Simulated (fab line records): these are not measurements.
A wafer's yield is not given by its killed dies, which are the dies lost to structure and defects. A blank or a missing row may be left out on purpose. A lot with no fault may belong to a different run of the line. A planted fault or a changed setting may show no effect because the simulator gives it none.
fab line records + flow n5Finfet + part 2 of 2: steps 15 to 23 of 23
[record]
- lots = 5
- wafers = 15
- lastDay = 17
route steps=1938 shown BEOL_M3@968
lots that met no fault: taken from a fault-free run of the same line
startH: start of the lot's first displayed wafer, in hours after the record's first day + waitH: time in hours since the lot's previous step + " repeats the value in the row above + L1.1+2: several wafers, shown together as one row + - no value, or no start was given + * or withheld: withheld + < > ~ a bound
route shown NAME@n: names a module that has steps shown in the file, with the first one's number in the route + usual: mean and standard deviation over wafers with no fault + same: alike in all rows + chamber/n: place in a boat + sites: per-site readings + _std_site: standard deviation of those values + _edge_site: mean of outer sites minus mean of inner sites + radiusMm: how far each site lies from the wafer's centre + mask NAME#n: copy n + behind: tool/chamber where the wafer was last shaped + hold: why the lot went on hold/how many hours it stayed there/how the hold came to an end + device: whichever transistor did not switch (one of n, p or np) + end of line: tests of these same wafers at the route's end + step lacking rows: just its recipe + killed: dies lost to structure and defects at the first sort, not the wafer's yield + map: per-die view of a wafer (x killed, . not killed, _ where there is no die)
set.NAME: the setting that was run; set.NAME@STEP: the one run at that earlier step + model.NAME: the simulator's own value behind a step, which no gauge read
certain route steps with their lots: each step a table, each wafer a row
services: when a tool's chamber went out of use (startH, in hours from the record's first day, below 0 if earlier), for how many hours, and the reason
[[steps]]
[step N5_BEOL_M3_STRIP_97]
[recipe]
- chemistry = N2/H2
- timeS = 10
- powerW = 450
- tempC = 40
- pressureMtorr = 20
- rfFrequencyHz = 6e+07
- biasPowerW = 7
- n2FlowSccm = 200
- h2FlowSccm = 200
[usual]
- drypumpMotorCurrentA = 5.5/0.49
- h2FlowSccm = 200.1/0.56
- oesProductAu = 0.79/0.085
- rfVppV = 59.2/0.84
- showerheadPlenumPTorr = 2.55/0.082
- throttleValvePct = 23.6/0.35
| lot.wafer | tool       | chamber | startH | waitH | drypumpMotorCurrentA | h2FlowSccm | oesProductAu | rfHoursCounterH | rfVppV | showerheadPlenumPTorr | throttleValvePct |
|-----------|------------|---------|--------|-------|----------------------|------------|--------------|-----------------|--------|-----------------------|------------------|
| L074.2    | rieDiel-05 | 0       | -      | -     | 5.3                  | 200.0      | 0.78         | 148             | 59.9   | 2.54                  | 23.1             |
| L074.3    | "          | 1       | "      | "     | 5.6                  | 199.8      | 0.70         | 239             | 60.0   | 2.39                  | 24.0             |
| L074.4    | "          | 2       | "      | "     | 6.0                  | 199.6      | 0.70         | 227             | 59.0   | 2.50                  | 24.2             |
| L078.2    | rieDiel-06 | 0       | -      | -     | 5.5                  | 200.6      | 0.77         | 149             | 59.1   | 2.43                  | 23.8             |
| L078.3    | "          | 1       | "      | "     | 5.3                  | 200.8      | 0.89         | 59              | 60.3   | 2.59                  | 23.8             |
| L078.5    | "          | 1       | "      | "     | 5.3                  | 200.1      | 0.87         | -               | 59.5   | 2.58                  | 23.8             |
| L079.1    | rieDiel-06 | 1       | -      | -     | 5.4                  | 200.0      | 0.87         | 61              | 59.7   | 2.58                  | 23.9             |
| L079.2    | "          | 2       | "      | "     | 5.7                  | 199.7      | 0.75         | 138             | 59.2   | 2.45                  | 24.2             |
| L079.3    | "          | 0       | "      | "     | 5.4                  | 199.9      | 0.76         | 151             | 57.9   | 2.43                  | 23.8             |
| L088.4    | rieDiel-03 | 2       | -      | -     | 4.8                  | 199.5      | 0.92         | -               | 59.3   | 2.48                  | 23.0             |
| L088.5    | "          | 1       | "      | "     | 5.1                  | 200.6      | 0.69         | -               | 60.1   | 2.62                  | 23.6             |
| L088.6    | "          | 0       | "      | "     | 5.4                  | 200.5      | 0.69         | -               | 58.5   | 2.63                  | 23.7             |
| L095.1    | rieDiel-05 | 3       | -      | -     | 5.4                  | 200.0      | 0.73         | 198             | 59.2   | 2.63                  | 23.4             |
| L095.4    | "          | 0       | "      | "     | 5.3                  | 200.2      | 0.75         | 187             | 58.0   | 2.52                  | 23.2             |
| L095.5    | "          | 0       | "      | "     | 5.3                  | 200.6      | 0.74         | -               | 59.3   | 2.52                  | 23.2             |
[step N5_BEOL_M3_OCD_MEAS_38]
[usual]
- trenchDepthNm = 55.3/0.94
| lot.wafer | tool   | chamber | startH | waitH | trenchDepthNm |
|-----------|--------|---------|--------|-------|---------------|
| L074.2    | ocd-02 | -       | 149.83 | -     | 54.9          |
| L074.3    | "      | -       | "      | "     | 55.2          |
| L074.4    | "      | -       | "      | "     | 54.6          |
| L078.2    | ocd-01 | -       | 174.30 | -     | 55.6          |
| L078.3    | "      | -       | "      | "     | 56.0          |
| L078.5    | "      | -       | "      | "     | 56.4          |
| L079.1    | ocd-01 | -       | 181.74 | -     | 56.6          |
| L079.2    | "      | -       | "      | "     | 55.0          |
| L079.3    | "      | -       | "      | "     | 54.8          |
| L088.4    | ocd-02 | -       | 229.98 | -     | 55.5          |
| L088.5    | "      | -       | "      | "     | 53.4          |
| L088.6    | "      | -       | "      | "     | 54.5          |
| L095.1    | ocd-02 | -       | 271.31 | -     | 54.9          |
| L095.4    | "      | -       | "      | "     | 55.0          |
| L095.5    | "      | -       | "      | "     | 55.1          |
[step N5_BEOL_M3_HM_STRIP_39]
[recipe]
- chemistry = peroxideTinStrip
- material = TiN
- targetDepthA = 250
- tempC = 50
- timeS = 158
[usual]
- bathHeatDutyPct = 7.1/0.72
| lot.wafer | tool        | chamber | startH | waitH | bathHeatDutyPct |
|-----------|-------------|---------|--------|-------|-----------------|
| L074.2    | wetBench-04 | 3       | 149.86 | 0.0   | 6.4             |
| L074.3    | "           | 7       | "      | "     | 6.7             |
| L074.4    | "           | 0       | "      | "     | 7.4             |
| L078.2    | wetBench-03 | 6       | 174.33 | 0.0   | 6.5             |
| L078.3    | "           | 7       | "      | "     | 7.6             |
| L078.5    | "           | 2       | "      | "     | 6.5             |
| L079.1    | wetBench-01 | 1       | 181.78 | 0.0   | 8.2             |
| L079.2    | "           | 2       | "      | "     | 8.6             |
| L079.3    | "           | 5       | "      | "     | 7.4             |
| L088.4    | wetBench-04 | 5       | 230.00 | 0.0   | 6.3             |
| L088.5    | "           | 1       | "      | "     | 6.5             |
| L088.6    | "           | 6       | "      | "     | 6.8             |
| L095.1    | wetBench-03 | 7       | 271.34 | 0.0   | 7.5             |
| L095.4    | "           | 3       | "      | "     | 6.1             |
| L095.5    | "           | 5       | "      | "     | 6.8             |
[step N5_BEOL_M3_SRD_40]
[recipe]
- timeS = 30
- tempC = 23
- rinseLiquid = diw
- dry = ipaMarangoni
[usual]
- bathHeatDutyPct = 3.6/0.47
| lot.wafer | tool        | chamber | startH | waitH | bathHeatDutyPct |
|-----------|-------------|---------|--------|-------|-----------------|
| L074.2    | wetBench-04 | 3       | 149.91 | 0.0   | 3.4             |
| L074.3    | "           | 7       | "      | "     | 3.4             |
| L074.4    | "           | 0       | "      | "     | 3.9             |
| L078.2    | wetBench-03 | 6       | 174.38 | 0.0   | 3.3             |
| L078.3    | "           | 7       | "      | "     | 3.9             |
| L078.5    | "           | 2       | "      | "     | 3.4             |
| L079.1    | wetBench-01 | 1       | 181.82 | 0.0   | 4.1             |
| L079.2    | "           | 2       | "      | "     | 4.2             |
| L079.3    | "           | 5       | "      | "     | 4.0             |
| L088.4    | wetBench-04 | 5       | 230.05 | 0.0   | 3.6             |
| L088.5    | "           | 1       | "      | "     | 3.6             |
| L088.6    | "           | 6       | "      | "     | 3.6             |
| L095.1    | wetBench-03 | 7       | 271.39 | 0.0   | 3.8             |
| L095.4    | "           | 3       | "      | "     | 3.6             |
| L095.5    | "           | 5       | "      | "     | 3.2             |
[step N5_BEOL_M3_PRECLEAN_42]
[recipe]
- chemistry = residueRemover
- timeS = 60
- tempC = 40
[usual]
- bathHeatDutyPct = 4.5/0.59
| lot.wafer | tool        | chamber | startH | waitH | bathHeatDutyPct |
|-----------|-------------|---------|--------|-------|-----------------|
| L074.2    | wetBench-04 | 3       | 149.92 | 0.0   | 3.9             |
| L074.3    | "           | 7       | "      | "     | 4.5             |
| L074.4    | "           | 0       | "      | "     | 4.2             |
| L078.2    | wetBench-03 | 6       | 174.39 | 0.0   | 4.1             |
| L078.3    | "           | 7       | "      | "     | 5.2             |
| L078.5    | "           | 2       | "      | "     | 4.1             |
| L079.1    | wetBench-01 | 1       | 181.84 | 0.0   | 4.7             |
| L079.2    | "           | 2       | "      | "     | 5.1             |
| L079.3    | "           | 5       | "      | "     | 4.5             |
| L088.4    | wetBench-04 | 5       | 230.07 | 0.0   | 4.0             |
| L088.5    | "           | 1       | "      | "     | 5.2             |
| L088.6    | "           | 6       | "      | "     | 5.2             |
| L095.1    | wetBench-03 | 7       | 271.41 | 0.0   | 5.1             |
| L095.4    | "           | 3       | "      | "     | 4.0             |
| L095.5    | "           | 5       | "      | "     | 4.2             |
[step N5_BEOL_M3_SRD_43]
[recipe]
- timeS = 30
- tempC = 23
- rinseLiquid = diw
- dry = ipaMarangoni
[usual]
- bathHeatDutyPct = 3.7/0.53
| lot.wafer | tool        | chamber | startH | waitH | bathHeatDutyPct |
|-----------|-------------|---------|--------|-------|-----------------|
| L074.2    | wetBench-04 | 3       | 149.94 | 0.0   | 4.8             |
| L074.3    | "           | 7       | "      | "     | 2.9             |
| L074.4    | "           | 0       | "      | "     | 4.2             |
| L078.2    | wetBench-03 | 6       | 174.41 | 0.0   | 2.6             |
| L078.3    | "           | 7       | "      | "     | 3.9             |
| L078.5    | "           | 2       | "      | "     | 3.4             |
| L079.1    | wetBench-01 | 1       | 181.86 | 0.0   | 3.2             |
| L079.2    | "           | 2       | "      | "     | 3.8             |
| L079.3    | "           | 5       | "      | "     | 3.8             |
| L088.4    | wetBench-04 | 5       | 230.08 | 0.0   | 3.5             |
| L088.5    | "           | 1       | "      | "     | 3.5             |
| L088.6    | "           | 6       | "      | "     | 3.2             |
| L095.1    | wetBench-03 | 7       | 271.42 | 0.0   | 4.1             |
| L095.4    | "           | 3       | "      | "     | 3.4             |
| L095.5    | "           | 5       | "      | "     | 3.4             |
[step N5_BEOL_M3_CD_MEAS_35]
[recipe]
- targetCdNm = 18
- targetCdYNm = 21
- polarity = opening
[usual]
- cdNm = 17.94/0.27
| lot.wafer | tool     | chamber | startH | waitH | cdNm  |
|-----------|----------|---------|--------|-------|-------|
| L074.2    | cdSem-03 | -       | 149.98 | 0.0   | 17.74 |
| L074.3    | "        | -       | "      | "     | 18.17 |
| L074.4    | "        | -       | "      | "     | 17.63 |
| L078.2    | cdSem-02 | -       | 174.45 | 0.0   | 17.66 |
| L078.3    | "        | -       | "      | "     | 17.60 |
| L078.5    | "        | -       | "      | "     | 17.65 |
| L079.1    | cdSem-02 | -       | 181.90 | 0.0   | 17.65 |
| L079.2    | "        | -       | "      | "     | 17.68 |
| L079.3    | "        | -       | "      | "     | 18.25 |
| L088.4    | cdSem-03 | -       | 230.13 | 0.0   | 18.18 |
| L088.5    | "        | -       | "      | "     | 18.46 |
| L088.6    | "        | -       | "      | "     | 18.16 |
| L095.1    | cdSem-02 | -       | 271.46 | 0.0   | 18.33 |
| L095.4    | "        | -       | "      | "     | 17.91 |
| L095.5    | "        | -       | "      | "     | 17.93 |
[step N5_BEOL_M3_DEGAS_44]
[recipe]
- ambient = vacuum
- tempC = 250
- timeS = 60
[usual]
- heaterPowerW = 315/18
| lot.wafer | tool          | chamber | startH | waitH | heaterPowerW |
|-----------|---------------|---------|--------|-------|--------------|
| L074.2    | pvdSputter-02 | -       | 150.41 | 0.4   | 295          |
| L074.3    | "             | -       | "      | "     | 275          |
| L074.4    | "             | -       | "      | "     | 329          |
| L078.2    | pvdSputter-03 | -       | 174.57 | 0.1   | 308          |
| L078.3    | "             | -       | "      | "     | 300          |
| L078.5    | "             | -       | "      | "     | 311          |
| L079.1    | pvdSputter-03 | -       | 182.00 | 0.1   | 316          |
| L079.2    | "             | -       | "      | "     | 315          |
| L079.3    | "             | -       | "      | "     | 344          |
| L088.4    | pvdSputter-01 | -       | 231.11 | 1.0   | 300          |
| L088.5    | "             | -       | "      | "     | 321          |
| L088.6    | "             | -       | "      | "     | 317          |
| L095.1    | pvdSputter-03 | -       | 272.11 | 0.6   | 314          |
| L095.4    | "             | -       | "      | "     | 343          |
| L095.5    | "             | -       | "      | "     | 312          |
[step N5_BEOL_M3_PRE_CLEAN_45]
[recipe]
- gas = H2/He
- timeS = 30
- tempC = 250
[usual]
- heaterPowerW = 316/18
| lot.wafer | tool          | chamber | startH | waitH | heaterPowerW |
|-----------|---------------|---------|--------|-------|--------------|
| L074.2    | pvdSputter-02 | -       | 150.45 | 0.0   | 297          |
| L074.3    | "             | -       | "      | "     | 278          |
| L074.4    | "             | -       | "      | "     | 321          |
| L078.2    | pvdSputter-03 | -       | 174.61 | 0.0   | 307          |
| L078.3    | "             | -       | "      | "     | 317          |
| L078.5    | "             | -       | "      | "     | 307          |
| L079.1    | pvdSputter-03 | -       | 182.04 | 0.0   | 303          |
| L079.2    | "             | -       | "      | "     | 303          |
| L079.3    | "             | -       | "      | "     | 342          |
| L088.4    | pvdSputter-01 | -       | 231.15 | 0.0   | 302          |
| L088.5    | "             | -       | "      | "     | 321          |
| L088.6    | "             | -       | "      | "     | 321          |
| L095.1    | pvdSputter-03 | -       | 272.15 | 0.0   | 307          |
| L095.4    | "             | -       | "      | "     | 338          |
| L095.5    | "             | -       | "      | "     | 310          |
[[services]]
| tool        | chamber | startH | hours | kind                         |
|-------------|---------|--------|-------|------------------------------|
| wetBench-03 | -       | 147.93 | 2.3   | repair                       |
| rieDiel-06  | 3       | 158.92 | 1.5   | repair                       |
| rieDiel-03  | 2       | 161.17 | -     | clean                        |
| rieDiel-03  | 2       | 161.17 | -     | consumableReplace:focusRing  |
| rieDiel-03  | 2       | 161.17 | 17.2  | scheduledDown                |
| rieDiel-03  | 2       | 161.17 | 17.2  | ventCycle                    |
| aldSin-03   | 3       | 172.68 | 20.5  | repair                       |
| aldSin-03   | -       | 178.11 | 14.0  | pm                           |
| aldSin-03   | 0       | 178.11 | 14.0  | ventCycle                    |
| wetBench-01 | -       | 188.87 | 3.9   | repair                       |
| rieDiel-05  | 1       | 189.36 | -     | clean                        |
| rieDiel-05  | 1       | 189.36 | -     | consumableReplace:focusRing  |
| rieDiel-05  | 1       | 189.36 | -     | consumableReplace:showerhead |
| rieDiel-05  | 1       | 189.36 | 17.0  | scheduledDown                |
| rieDiel-05  | 1       | 189.36 | 17.0  | ventCycle                    |
| rieDiel-03  | 2       | 208.36 | 12.5  | repair                       |
| rieDiel-03  | 3       | 217.87 | 22.0  | repair                       |
| rieDiel-05  | 2       | 219.60 | -     | clean                        |
| rieDiel-05  | 2       | 219.60 | -     | consumableReplace:focusRing  |
| rieDiel-05  | 2       | 219.60 | 16.4  | scheduledDown                |
| rieDiel-05  | 2       | 219.60 | 16.4  | ventCycle                    |
| aldSin-04   | -       | 223.62 | 0.7   | repair                       |
| rieDiel-05  | 3       | 240.96 | 8.6   | repair                       |
| aldSin-03   | -       | 254.01 | 0.5   | repair                       |
